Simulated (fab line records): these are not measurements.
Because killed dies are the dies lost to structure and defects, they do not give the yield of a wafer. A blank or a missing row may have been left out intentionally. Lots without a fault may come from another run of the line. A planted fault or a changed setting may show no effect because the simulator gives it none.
Which tool is to blame?    flow nand_harc    14 lots with 42 wafers sampled at 4 steps, on a route of 1302 steps

WHAT THE GAUGES READ, wafer by wafer
NHARC_A_BLC_OVL_MEAS_11. Usual: overlay_x_nm -0.2 nm, standard deviation 0.77; overlay_y_nm 0.0 nm, standard deviation 1.
lot   measured      on          overlay_x_nm (nm)  overlay_y_nm (nm)  flag
L827  day 22 15:35  overlay-02  -0.4 0.1 -0.7      0.1 -0.4 0.3       
L828  day 23 05:35  overlay-02  0.3 0.4 0.7        -1.1 -1.6 -1.2     
L829  day 23 06:16  overlay-01  -2.2 -2.0 -2.0     -1.3 -1.8 -1.4     
L830  day 24 05:53  overlay-02  -0.5 0.3 0.2       -0.8 -0.5 -0.5     
L831  day 24 07:25  overlay-01  0.1 0.2 -0.2       0.2 -0.2 0.1       
L832  day 25 05:32  overlay-02  0.0 0.4 0.2        0.0 -0.3 0.1       
L833  day 25 11:58  overlay-02  -1.2 -1.1 -1.2     -1.0 -0.7 -0.3     
L834  day 25 13:22  overlay-02  -0.7 -0.3 -1.1     0.6 0.8 0.6        
L835  day 25 19:22  overlay-02  0.2 0.1 0.1        2.1 2.7 2.4        
L838  day 26 10:58  overlay-02  -0.3 0.0 0.1       0.0 0.0 -0.4       
L837  day 26 16:16  overlay-02  0.1 0.9 0.3        -0.8 -0.5 -1.2     
L841  day 28 20:16  overlay-02  -0.7 -0.7 -0.5     0.8 0.5 0.9        
L843  day 29 05:47  overlay-01  1.2 0.8 0.7        0.6 0.5 0.1        
L849  day 32 12:23  overlay-02  -0.2 0.3 0.1       -1.7 -1.8 -1.8     

NHARC_A_M0_CD_MEAS_09 targets a cd of 80 nm. Usual: 80.2 nm for cd_nm, sd 0.55.
lot   measured      on         cd_nm (nm)      flag
L827  day 22 19:26  cd_sem-01  80.8 80.2 79.6  
L828  day 23 09:52  cd_sem-02  80.7 79.7 80.4  
L829  day 23 10:16  cd_sem-02  79.6 80.0 80.4  
L830  day 24 10:11  cd_sem-02  80.6 80.4 79.6  
L831  day 24 11:50  cd_sem-01  80.9 80.2 80.2  
L832  day 25 09:37  cd_sem-03  80.1 80.0 79.9  
L833  day 25 16:02  cd_sem-02  79.9 79.4 79.2  
L834  day 25 17:20  cd_sem-03  80.1 80.3 79.8  
L835  day 25 23:13  cd_sem-02  80.3 80.6 79.4  
L838  day 26 14:48  cd_sem-03  80.4 80.6 79.9  
L837  day 26 20:04  cd_sem-01  68.2 68.8 69.0  OFF
L841  day 29 00:13  cd_sem-03  71.7 72.2 72.1  OFF
L843  day 29 09:54  cd_sem-03  79.8 80.7 80.5  
L849  day 32 16:27  cd_sem-01  80.6 80.9 81.2  

EACH LOT AND THE TOOL THAT RAN IT (in order: tool; ch and the chambers of the sampled wafers; start)
lot   NHARC_A_BLC_ETCH_16                 NHARC_A_M0_EXPOSE_06
L827  rie_diel-10 ch 0,3, day 22 15:47    arfi_scanner-03 ch 0, day 22 19:17
L828  rie_diel-12 ch 0,1,3, day 23 05:50  arfi_scanner-03 ch 0, day 23 09:44
L829  rie_diel-10 ch 1,2,3, day 23 06:26  arfi_scanner-02 ch 0, day 23 10:08
L830  rie_diel-10 ch 0,3, day 24 06:05    arfi_scanner-03 ch 0, day 24 10:02
L831  rie_diel-12 ch 1,3, day 24 07:36    arfi_scanner-02 ch 0, day 24 11:42
L832  rie_diel-08 ch 1,2, day 25 05:44    arfi_scanner-03 ch 0, day 25 09:28
L833  rie_diel-10 ch 1,2,3, day 25 12:09  arfi_scanner-01 ch 0, day 25 15:53
L834  rie_diel-12 ch 0,2,3, day 25 13:34  arfi_scanner-02 ch 0, day 25 17:12
L835  rie_diel-12 ch 0,1,3, day 25 19:34  arfi_scanner-02 ch 0, day 25 23:04
L838  rie_diel-10 ch 1,3, day 26 11:09    arfi_scanner-02 ch 0, day 26 14:40
L837  rie_diel-08 ch 0,1,3, day 26 16:27  arfi_scanner-02 ch 0, day 26 19:56
L841  rie_diel-08 ch 1,2, day 28 20:26    arfi_scanner-02 ch 0, day 29 00:05
L843  rie_diel-08 ch 0,1,2, day 29 05:58  arfi_scanner-03 ch 0, day 29 09:46
L849  rie_diel-10 ch 0,1,2, day 32 12:34  arfi_scanner-03 ch 0, day 32 16:19
- NHARC_A_BLC_ETCH_16: etches the open film in CF4, target depth 39 nm, time 65 s.
- NHARC_A_M0_EXPOSE_06: exposes mask A M0, target cd 80 nm.

AS READ BY THE TOOLS THEMSELVES (means over the sampled wafers that have a number; for cases with no such wafer, the mark the record gives instead)
NHARC_A_BLC_ETCH_16. Usual: drypump_motor_current_A 5.7 A, standard deviation 0.37; oes_product_au 1.000 a.u., standard deviation 0.0067; rf_vpp_V 150.7 V, standard deviation 1.3; showerhead_plenum_p_Torr 1.73 Torr, standard deviation 0.077; throttle_valve_pct 13.284 %, standard deviation 0.0087.
lot   tool         drypump_motor_current_A (A)  oes_product_au (a.u.)  rf_vpp_V (V)  showerhead_plenum_p_Torr (Torr)  throttle_valve_pct (%)  flag
L827  rie_diel-10  5.5                          1.003                  152.6         1.81                             13.282                  
L828  rie_diel-12  5.8                          1.002                  150.6         1.70                             13.286                  
L829  rie_diel-10  5.4                          1.000                  151.5         1.73                             13.279                  
L830  rie_diel-10  5.6                          0.994                  150.7         1.76                             13.292                  
L831  rie_diel-12  5.5                          1.001                  150.5         1.71                             13.279                  
L832  rie_diel-08  5.9                          1.002                  151.3         1.80                             13.295                  
L833  rie_diel-10  5.4                          0.994                  149.9         1.73                             13.285                  
L834  rie_diel-12  6.1                          1.002                  150.4         1.68                             13.285                  
L835  rie_diel-12  5.8                          0.995                  149.4         1.69                             13.279                  
L838  rie_diel-10  5.5                          0.997                  149.8         1.69                             13.275                  
L837  rie_diel-08  5.6                          1.005                  151.6         1.75                             13.286                  
L841  rie_diel-08  5.9                          0.992                  150.5         1.73                             13.279                  
L843  rie_diel-08  5.9                          1.006                  150.9         1.75                             13.286                  
L849  rie_diel-10  5.3                          1.001                  151.2         1.78                             13.291                  

NHARC_A_M0_EXPOSE_06. Usual: 83.8 for exposure_dose_mJ_cm2, sd 0.83.
lot   tool             exposure_dose_mJ_cm2  flag
L827  arfi_scanner-03  83.2                  
L828  arfi_scanner-03  83.2                  
L829  arfi_scanner-02  84.9                  
L830  arfi_scanner-03  83.1                  
L831  arfi_scanner-02  84.8                  
L832  arfi_scanner-03  83.0                  
L833  arfi_scanner-01  83.2                  
L834  arfi_scanner-02  84.9                  
L835  arfi_scanner-02  84.8                  
L838  arfi_scanner-02  84.7                  
L837  arfi_scanner-02  71.4                  OFF
L841  arfi_scanner-02  74.1                  OFF
L843  arfi_scanner-03  83.0                  
L849  arfi_scanner-03  83.0                  

THE ANSWER, worked out from the rows above alone
Rule: a lot counts as off when the mean over its wafers that have a number is more than 3 standard deviations away from the usual mean. A lot without any number at a reading at which 4 lots or more have one is off too. Any other lot the step has rows for is counted as sound. Order of review: gauges by route order, followed by the tools' own readings, for which a lot's mean as printed above is used. At the first step where some lot is off, the reading lying furthest off is the one used; lots without a number count as furthest.
Off: L837, L841, at NHARC_A_M0_CD_MEAS_09 (cd_nm).
If a tool, at a process step before that reading, ran all the lots that are off and no sound lot after the first of them, it fits. Not tried: the gauges at NHARC_A_M0_CD_MEAS_09; whatever is off there is also off at NHARC_A_M0_EXPOSE_06, on other tools, and gauge error can't account for it. One fits: NHARC_A_M0_EXPOSE_06 on arfi_scanner-02. Its last sound lot is L838 (day 26 14:40), its first lot that is off L837 (day 26 19:56): a fault that began between those two fits.
The tool's own readings at NHARC_A_M0_EXPOSE_06 bear it out: on the lots that are off they differ by more than 5 times the standard deviation of the sound lots' means. exposure_dose_mJ_cm2 reads 72.8 there against 83.8 on the sound lots.

WHAT THE SIMULATOR HAD PUT IN
Drift in process parameters on arfi_scanner-02 at NHARC_A_M0_EXPOSE_06, starting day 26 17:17. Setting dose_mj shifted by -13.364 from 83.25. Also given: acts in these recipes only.
Lots struck among those shown: L837, L841. The same result came from the rule above.
